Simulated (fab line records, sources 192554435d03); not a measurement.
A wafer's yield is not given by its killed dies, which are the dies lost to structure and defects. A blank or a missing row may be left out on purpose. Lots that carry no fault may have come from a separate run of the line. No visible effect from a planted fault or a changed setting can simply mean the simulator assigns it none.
Matching of chambers || flow n5 finfet || 4 sister chambers for N5_BEOL_M3_ETCH_69 on rie diel-05
The step etches SiARC in CF4, target depth 15.6 nm, time 26 s. 27 wafers are shown with their chamber, then 12 later ones without.

## WAFERS PAIRED WITH THEIR CHAMBERS
{"wafer": "L074.2", "chamber": 0, "showerhead plenum p Torr (Torr)": 2.09, "drypump motor current A (A)": 6.3, "throttle valve pct (%)": 15.71}
{"wafer": "L074.3", "chamber": 1, "showerhead plenum p Torr (Torr)": 2.26, "drypump motor current A (A)": 5.3, "throttle valve pct (%)": 15.35}
{"wafer": "L074.4", "chamber": 3, "showerhead plenum p Torr (Torr)": 2.12, "drypump motor current A (A)": 5.3, "throttle valve pct (%)": 15.59}
{"wafer": "L075.1", "chamber": 0, "showerhead plenum p Torr (Torr)": 2.09, "drypump motor current A (A)": 6.3, "throttle valve pct (%)": 15.77}
{"wafer": "L075.2", "chamber": 3, "showerhead plenum p Torr (Torr)": 2.12, "drypump motor current A (A)": 5.3, "throttle valve pct (%)": 15.59}
{"wafer": "L075.5", "chamber": 2, "showerhead plenum p Torr (Torr)": 2.25, "drypump motor current A (A)": 5.4, "throttle valve pct (%)": 15.42}
{"wafer": "L076.2", "chamber": 3, "showerhead plenum p Torr (Torr)": 2.12, "drypump motor current A (A)": 5.3, "throttle valve pct (%)": 15.61}
{"wafer": "L076.4", "chamber": 1, "showerhead plenum p Torr (Torr)": 2.26, "drypump motor current A (A)": 5.3, "throttle valve pct (%)": 15.34}
{"wafer": "L076.5", "chamber": 3, "showerhead plenum p Torr (Torr)": 2.12, "drypump motor current A (A)": 5.4, "throttle valve pct (%)": 15.60}
{"wafer": "L077.3", "chamber": 3, "showerhead plenum p Torr (Torr)": 2.12, "drypump motor current A (A)": 5.3, "throttle valve pct (%)": 15.61}
{"wafer": "L077.5", "chamber": 0, "showerhead plenum p Torr (Torr)": 2.09, "drypump motor current A (A)": 6.3, "throttle valve pct (%)": 15.76}
{"wafer": "L077.6", "chamber": 3, "showerhead plenum p Torr (Torr)": 2.12, "drypump motor current A (A)": 5.3, "throttle valve pct (%)": 15.61}
{"wafer": "L078.1", "chamber": 2, "showerhead plenum p Torr (Torr)": 2.25, "drypump motor current A (A)": 5.5, "throttle valve pct (%)": 15.45}
{"wafer": "L078.4", "chamber": 3, "showerhead plenum p Torr (Torr)": 2.12, "drypump motor current A (A)": 5.3, "throttle valve pct (%)": 15.60}
{"wafer": "L078.5", "chamber": 1, "showerhead plenum p Torr (Torr)": 2.26, "drypump motor current A (A)": 5.3, "throttle valve pct (%)": 15.35}
{"wafer": "L084.1", "chamber": 3, "showerhead plenum p Torr (Torr)": 2.12, "drypump motor current A (A)": 5.3, "throttle valve pct (%)": 15.62}
{"wafer": "L084.3", "chamber": 1, "showerhead plenum p Torr (Torr)": 2.26, "drypump motor current A (A)": 5.3, "throttle valve pct (%)": 15.36}
{"wafer": "L084.6", "chamber": 3, "showerhead plenum p Torr (Torr)": 2.12, "drypump motor current A (A)": 5.3, "throttle valve pct (%)": 15.65}
{"wafer": "L082.1", "chamber": 1, "showerhead plenum p Torr (Torr)": 2.26, "drypump motor current A (A)": 5.3, "throttle valve pct (%)": 15.38}
{"wafer": "L082.3", "chamber": 0, "showerhead plenum p Torr (Torr)": 2.09, "drypump motor current A (A)": 6.3, "throttle valve pct (%)": 15.74}
{"wafer": "L082.5", "chamber": 1, "showerhead plenum p Torr (Torr)": 2.26, "drypump motor current A (A)": 5.3, "throttle valve pct (%)": 15.37}
{"wafer": "L083.2", "chamber": 0, "showerhead plenum p Torr (Torr)": 2.09, "drypump motor current A (A)": 6.3, "throttle valve pct (%)": 15.77}
{"wafer": "L083.5", "chamber": 3, "showerhead plenum p Torr (Torr)": 2.12, "drypump motor current A (A)": 5.4, "throttle valve pct (%)": 15.62}
{"wafer": "L083.6", "chamber": 2, "showerhead plenum p Torr (Torr)": 2.25, "drypump motor current A (A)": 5.4, "throttle valve pct (%)": 15.44}
{"wafer": "L087.1", "chamber": 3, "showerhead plenum p Torr (Torr)": 2.12, "drypump motor current A (A)": 5.3, "throttle valve pct (%)": 15.64}
{"wafer": "L087.4", "chamber": 2, "showerhead plenum p Torr (Torr)": 2.24, "drypump motor current A (A)": 5.4, "throttle valve pct (%)": 15.46}
{"wafer": "L087.5", "chamber": 2, "showerhead plenum p Torr (Torr)": 2.24, "drypump motor current A (A)": 5.4, "throttle valve pct (%)": 15.48}

SIGNATURES (means of the wafers above)
{"reading": "showerhead plenum p Torr", "chamber 0": 2.0900, "chamber 1": 2.2600, "chamber 2": 2.2460, "chamber 3": 2.1200, "scatter within a chamber": 0.00228}
{"reading": "drypump motor current A", "chamber 0": 6.300, "chamber 1": 5.300, "chamber 2": 5.420, "chamber 3": 5.318, "scatter within a chamber": 0.0325}
{"reading": "throttle valve pct", "chamber 0": 15.7500, "chamber 1": 15.3583, "chamber 2": 15.4500, "chamber 3": 15.6127, "scatter within a chamber": 0.0201}
Rule: distance of a wafer from a chamber = root of the sum over the readings of ((wafer's reading minus chamber's mean) / reading's scatter) squared. The wafer belongs to the nearest chamber; if the next one is less than 2 further off, it can't be placed. The scatter: take each reading less its chamber's mean, square it, sum over the shown wafers, divide by the number of wafers less the number of chambers, and take the root.

## WAFERS WITH NO CHAMBER GIVEN
{"wafer": "L089.1", "showerhead plenum p Torr (Torr)": 2.11, "drypump motor current A (A)": 5.4, "throttle valve pct (%)": 15.67}
{"wafer": "L089.2", "showerhead plenum p Torr (Torr)": 2.24, "drypump motor current A (A)": 5.4, "throttle valve pct (%)": 15.46}
{"wafer": "L089.4", "showerhead plenum p Torr (Torr)": 2.25, "drypump motor current A (A)": 5.3, "throttle valve pct (%)": 15.39}
{"wafer": "L093.1", "showerhead plenum p Torr (Torr)": 2.24, "drypump motor current A (A)": 5.4, "throttle valve pct (%)": 15.51}
{"wafer": "L093.4", "showerhead plenum p Torr (Torr)": 2.24, "drypump motor current A (A)": 5.4, "throttle valve pct (%)": 15.50}
{"wafer": "L093.6", "showerhead plenum p Torr (Torr)": 2.08, "drypump motor current A (A)": 6.3, "throttle valve pct (%)": 15.79}
{"wafer": "L094.1", "showerhead plenum p Torr (Torr)": 2.25, "drypump motor current A (A)": 5.4, "throttle valve pct (%)": 15.41}
{"wafer": "L094.2", "showerhead plenum p Torr (Torr)": 2.11, "drypump motor current A (A)": 5.3, "throttle valve pct (%)": 15.15}
{"wafer": "L094.3", "showerhead plenum p Torr (Torr)": 2.08, "drypump motor current A (A)": 6.3, "throttle valve pct (%)": 15.80}
{"wafer": "L097.1", "showerhead plenum p Torr (Torr)": 2.24, "drypump motor current A (A)": 5.4, "throttle valve pct (%)": 15.52}
{"wafer": "L097.3", "showerhead plenum p Torr (Torr)": 2.25, "drypump motor current A (A)": 5.3, "throttle valve pct (%)": 15.42}
{"wafer": "L097.6", "showerhead plenum p Torr (Torr)": 2.25, "drypump motor current A (A)": 5.3, "throttle valve pct (%)": 15.43}

## WHICH CHAMBER EACH WENT THROUGH
{"wafer": "L089.1", "from the rows above": 3, "in truth": 3}
{"wafer": "L089.2", "from the rows above": 2, "in truth": 2}
{"wafer": "L089.4", "from the rows above": "can't be placed: 1 or 2", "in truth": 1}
{"wafer": "L093.1", "from the rows above": 2, "in truth": 2}
{"wafer": "L093.4", "from the rows above": 2, "in truth": 2}
{"wafer": "L093.6", "from the rows above": 0, "in truth": 0}
{"wafer": "L094.1", "from the rows above": 2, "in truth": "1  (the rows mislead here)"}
{"wafer": "L094.2", "from the rows above": 3, "in truth": 3}
{"wafer": "L094.3", "from the rows above": 0, "in truth": 0}
{"wafer": "L097.1", "from the rows above": 2, "in truth": 2}
{"wafer": "L097.3", "from the rows above": "can't be placed: 2 or 1", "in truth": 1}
{"wafer": "L097.6", "from the rows above": "can't be placed: 2 or 1", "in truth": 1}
Correctly placed: 8 of 12. These rows do not allow placing 3 (true chamber among the candidates in 3). Number placed wrongly: 1.
